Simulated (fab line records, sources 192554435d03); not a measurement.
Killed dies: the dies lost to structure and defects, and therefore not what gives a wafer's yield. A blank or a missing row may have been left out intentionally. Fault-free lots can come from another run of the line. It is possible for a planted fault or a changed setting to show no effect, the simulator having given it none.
Split-lot trial + flow n5 finfet + on a route of 1938 steps: 7 lots, 21 wafers read

## THE SPLIT ITSELF
At N5_HKMG_FIN_ETCH_58 (etches SOC in N2/H2, target depth 215.8 nm, time 741 s), the setting source w was moved away from the recipe's 875 W on 6 of the 21 wafers read, by -9.5% to +6.9%. The other wafers ran this setting at the recipe's value.

Reading taken at the split's own step.

## THE READING
rf vpp V, in V, at N5_HKMG_FIN_ETCH_58 (etches SOC in N2/H2, target depth 215.8 nm, time 741 s). A value of 99.3 V with a standard deviation of 0.85 V is what fault-free wafers of this fab line usually give.

| wafer  | tool, chamber at the split | source w as run, W | against the recipe | rf vpp V, V | against lot-mates on the recipe |
|--------|----------------------------|--------------------|--------------------|-------------|---------------------------------|
| L080.1 | rie diel-04, 0             | 875                | recipe             | 100.0       | -                               |
| L080.4 | rie diel-04, 1             | 875                | recipe             | 99.4        | -                               |
| L080.6 | rie diel-04, 3             | 875                | recipe             | 98.2        | -                               |
| L081.3 | rie diel-04, 0             | 875                | recipe             | 98.7        | -                               |
| L081.4 | rie diel-04, 1             | 875                | recipe             | 99.2        | -                               |
| L081.5 | rie diel-04, 0             | 875                | recipe             | 98.9        | -                               |
| L085.3 | rie diel-04, 2             | 935.6              | +6.9%              | 96.2        | -4.1                            |
| L085.4 | rie diel-04, 1             | 875                | recipe             | 100.3       | -                               |
| L085.5 | rie diel-04, 2             | 935.6              | +6.9%              | 96.4        | -3.9                            |
| L089.2 | rie diel-04, 3             | 928.6              | +6.1%              | 96.9        | -2.3                            |
| L089.4 | rie diel-04, 1             | 875                | recipe             | 99.2        | -                               |
| L089.5 | rie diel-04, 0             | 928.6              | +6.1%              | 95.7        | -3.5                            |
| L092.1 | rie diel-05, 0             | 875                | recipe             | 99.7        | -                               |
| L092.4 | rie diel-05, 3             | 875                | recipe             | 97.6        | -                               |
| L092.6 | rie diel-05, 0             | 875                | recipe             | 98.7        | -                               |
| L094.3 | rie diel-03, 0             | 875                | recipe             | 99.0        | -                               |
| L094.4 | rie diel-03, 2             | 875                | recipe             | 99.1        | -                               |
| L094.5 | rie diel-03, 1             | 875                | recipe             | 97.9        | -                               |
| L095.3 | rie diel-04, 2             | 791.8              | -9.5%              | 102.4       | +3.8                            |
| L095.4 | rie diel-04, 2             | 875                | recipe             | 98.6        | -                               |
| L095.5 | rie diel-04, 0             | 791.8              | -9.5%              | 103.7       | +5.1                            |

FIT RESULTS
A straight line over all 21 wafers: rf vpp V changes by -0.419 V for each +1% of source w; r = -0.93; the points scatter about the line by 0.7 V.
The same after taking each lot's own level away (the mean of its wafers on the recipe; 21 wafers): -0.498 V for each +1%; r = -0.96; scatter 0.62 V.
The reading moves by 4.7 V for the largest change in source w, on that fit.
Across the lots, their own levels run from 98.60 to 100.30 V, a range of 2.0 times the standard deviation given above.
So the slope is not independent of the lot-to-lot level: the two fits are not the same.
Check: with one of the wafers moved furthest among these (-9.5%) left out of the fit, the line predicts +5.08 V for it against its lot-mates. It came out at +3.8 V against them.
Tool readings at the split's step, against how far the setting was moved: rf vpp V r = -0.93.

## OTHER SPLITS APPLIED TO THESE WAFERS
These wafers also went through other splits before the reading. Each is held against what the fit with the lots' levels taken away leaves over:
| other split on the same wafers                    | wafers away from the commonest value | r with rf vpp V (lot level and that fit taken away) |
|---------------------------------------------------|--------------------------------------|-----------------------------------------------------|
| N5_WELL_APT_COAT_02 spin rpm                      | 9                                    | +0.03                                               |
| N5_PMOS_HMC_CHANNEL_EPI_EXPOSE_06 dose mj         | 5                                    | +0.05                                               |
| N5_PMOS_HMC_CHANNEL_EPI_DEVELOP_08 develop time s | 8                                    | -0.32                                               |
| N5_FIN_SAQP_SPACER2_ALD_28 temp c                 | 7                                    | +0.13                                               |
| N5_DUMMY_GATE_COAT_28 spin rpm                    | 6                                    | -0.05                                               |
| N5_DUMMY_GATE_DESCUM_20 time s                    | 2                                    | +0.20                                               |
| N5_SD_EPI_P_COAT_35 spin rpm                      | 4                                    | +0.10                                               |
| N5_HKMG_FIN_ETCH_55 time s                        | 8                                    | -0.05                                               |

## THE WHOLE CHAIN: every reading that the file lists as answering this split, in the file's order
| step                | what it does                                           | reading                                                                         | change (the file's fit)              | r (the file's) |
|---------------------|--------------------------------------------------------|---------------------------------------------------------------------------------|--------------------------------------|----------------|
| N5_HKMG_FIN_ETCH_58 | etches SOC in N2/H2, target depth 215.8 nm, time 741 s | rf vpp V                                                                        | -0.503 V for each +1% of the setting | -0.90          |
| N5_HKMG_FIN_ETCH_58 | etches SOC in N2/H2, target depth 215.8 nm, time 741 s | SOC_of_HKMG_FIN_COAT_41.thk nm (the simulator's own value, which no gauge read) | -1.53 nm for each +1% of the setting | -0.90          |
| N5_HKMG_FIN_ETCH_58 | etches SOC in N2/H2, target depth 215.8 nm, time 741 s | etch.depth nm (the simulator's own value, which no gauge read)                  | +1.54 nm for each +1% of the setting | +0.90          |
| N5_HKMG_FIN_ETCH_58 | etches SOC in N2/H2, target depth 215.8 nm, time 741 s | HKMG_FIN.feature depth nm (the simulator's own value, which no gauge read)      | +1.54 nm for each +1% of the setting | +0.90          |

## THE FILE'S OWN FIT
rf vpp V changes by -0.503 V for each +1% of source w, r = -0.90.
